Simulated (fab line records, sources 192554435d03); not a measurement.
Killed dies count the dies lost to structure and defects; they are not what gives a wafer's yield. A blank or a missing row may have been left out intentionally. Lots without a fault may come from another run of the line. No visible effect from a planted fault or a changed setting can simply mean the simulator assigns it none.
Split-lot trial	flow n5 finfet	39 wafers read from 7 lots, route of 1938 steps

## THE SPLIT ITSELF
At N5_DUMMY_GATE_EXPOSE_12 (exposes mask GATE, target cd 25 nm), the setting dose mj was moved away from the recipe's 34 on 15 of the 39 wafers read, by -6.1% to -4.4%. This setting was run at the recipe's value on the other wafers.

## FROM THE SPLIT TO THE READING: what the file shows between them, 13 steps
- N5_DUMMY_GATE_PEB_13: peb time 60 s
- N5_DUMMY_GATE_DEVELOP_14: develop time 30 s
- N5_DUMMY_GATE_CD_MEAS_15: target cd 25.8 nm
- N5_DUMMY_GATE_STRIP_38: strips in N2/H2
- N5_DUMMY_GATE_STRIP_39: strips in N2/H2
- N5_DUMMY_GATE_TRIM_49: chemistry O2, time 29 s, target cd 14 nm
- N5_DUMMY_GATE_STRIP_40: strips in CF4
- N5_DUMMY_GATE_CD_MEAS_50: target cd 14 nm
- N5_DUMMY_GATE_ETCH_31: etches SiO2 in C4F6/O2, target depth 82.5 nm, time 27.5 s (also split here: target depth a)
- N5_DUMMY_GATE_STRIP_41: strips in O2
- N5_DUMMY_GATE_HM_OPEN_21: chemistry CH3F/O2, target SiNx, target depth 120 nm, time 171.4 s
- N5_DUMMY_GATE_ETCH_23: etches poly-Si in HBr/Cl2/O2, target depth 41 nm, time 22.3 s
- N5_DUMMY_GATE_ETCH_44: etches poly-Si in HBr/O2, stops on SiO2, target depth 127.5 nm

## THE READING
cd nm, in nm, at N5_DUMMY_GATE_CD_MEAS_24 (target cd 15 nm). On this fab line, fault-free wafers typically give 15.0 nm with a standard deviation of 0.31 nm.

wafer	tool, chamber at the split	dose mj as run	against the recipe	cd nm, nm	against lot-mates on the recipe
L079.1	euv scanner-01, 0	34	recipe	15.3	-
L079.2	euv scanner-01, 0	32.5	-4.4%	15.9	+0.7
L079.3	euv scanner-01, 0	32.5	-4.4%	16.3	+1.1
L079.4	euv scanner-01, 0	34	recipe	15.5	-
L079.5	euv scanner-01, 0	32.5	-4.4%	16.3	+1.1
L079.6	euv scanner-01, 0	34	recipe	14.8	-
L080.1	euv scanner-02, 0	34	recipe	15.2	-
L080.2	euv scanner-02, 0	34	recipe	14.9	-
L080.3	euv scanner-02, 0	34	recipe	14.9	-
L080.4	euv scanner-02, 0	34	recipe	15.4	-
L080.5	euv scanner-02, 0	34	recipe	15.5	-
L080.6	euv scanner-02, 0	34	recipe	15.4	-
L081.1	euv scanner-01, 0	31.93	-6.1%	15.5	+0.7
L081.2	euv scanner-01, 0	34	recipe	15.0	-
L081.3	euv scanner-01, 0	34	recipe	14.5	-
L081.4	euv scanner-01, 0	31.93	-6.1%	15.6	+0.8
L081.5	euv scanner-01, 0	31.93	-6.1%	16.0	+1.2
L081.6	euv scanner-01, 0	34	recipe	14.9	-
L082.1	euv scanner-01, 0	34	recipe	14.9	-
L082.2	euv scanner-01, 0	32.1	-5.6%	16.1	+1.1
L082.3	euv scanner-01, 0	32.1	-5.6%	15.6	+0.6
L082.4	euv scanner-01, 0	34	recipe	15.1	-
L082.5	euv scanner-01, 0	32.1	-5.6%	16.3	+1.3
L082.6	euv scanner-01, 0	34	recipe	15.1	-
L088.1	euv scanner-02, 0	32.1	-5.6%	15.8	+0.5
L088.2	euv scanner-02, 0	34	recipe	15.3	-
L088.3	euv scanner-02, 0	32.1	-5.6%	16.4	+1.1
L088.4	euv scanner-02, 0	34	recipe	15.2	-
L088.5	euv scanner-02, 0	32.1	-5.6%	16.2	+0.9
L088.6	euv scanner-02, 0	34	recipe	15.3	-
L090.2	euv scanner-01, 0	34	recipe	14.8	-
L090.4	euv scanner-01, 0	34	recipe	15.1	-
L090.6	euv scanner-01, 0	34	recipe	14.2	-
L093.1	euv scanner-01, 0	32.09	-5.6%	16.0	+1.1
L093.2	euv scanner-01, 0	34	recipe	15.0	-
L093.3	euv scanner-01, 0	34	recipe	14.8	-
L093.4	euv scanner-01, 0	32.09	-5.6%	16.7	+1.8
L093.5	euv scanner-01, 0	34	recipe	14.9	-
L093.6	euv scanner-01, 0	32.09	-5.6%	16.1	+1.2

THE FIT
A straight line over all 39 wafers: cd nm changes by -0.179 nm for each +1% of dose mj; r = -0.82; the points scatter about the line by 0.34 nm.
The same after taking each lot's own level away (the mean of its wafers on the recipe; 39 wafers): -0.183 nm for each +1%; r = -0.88; scatter 0.28 nm.
On that fit, the largest move of dose mj shifts the reading by 1.1 nm.
The span of the lots' own levels, 14.70 to 15.27 nm, comes to 1.8 times the standard deviation stated above.
The two slopes are in agreement: the lot-to-lot level therefore moves the slope only a little.
Check: for one of the wafers moved furthest among these (-6.1%), held out of the fit, the line's prediction against its lot-mates is +1.16 nm. It came out at +0.7 nm against them.

## OTHER SPLITS ON THESE WAFERS
Note: prior to the reading, these wafers also went through further splits. Each is held against what the fit with the lots' levels taken away leaves over:
other split on the same wafers	wafers away from the commonest value	r with cd nm (lot level and that fit taken away)
N5_ZERO_LAYER_PECVD_02 target thk a	9	-0.07
N5_FIN_SAQP_ALD_61 ald cycles	9	+0.05
N5_FIN_SAQP_ETCH_52 source w	12	+0.10
N5_DUMMY_GATE_ETCH_31 target depth a	9	-0.02

## THE WHOLE CHAIN: every reading that the file lists as answering this split, in the file's order
step	what it does	reading	change (the file's fit)	r (the file's)
N5_DUMMY_GATE_CD_MEAS_15	target cd 25.8 nm	cd nm	-0.195 nm for each +1% of the setting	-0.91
N5_DUMMY_GATE_TRIM_49	chemistry O2, time 29 s, target cd 14 nm	DUMMY_GATE.cd nm (the simulator's own value, which no gauge read)	-0.202 nm for each +1% of the setting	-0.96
N5_DUMMY_GATE_CD_MEAS_50	target cd 14 nm	cd nm	-0.221 nm for each +1% of the setting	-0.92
N5_DUMMY_GATE_CD_MEAS_24	target cd 15 nm	cd nm	-0.184 nm for each +1% of the setting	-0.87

## THE FILE'S OWN FIT
cd nm changes by -0.184 nm for each +1% of dose mj, r = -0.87.
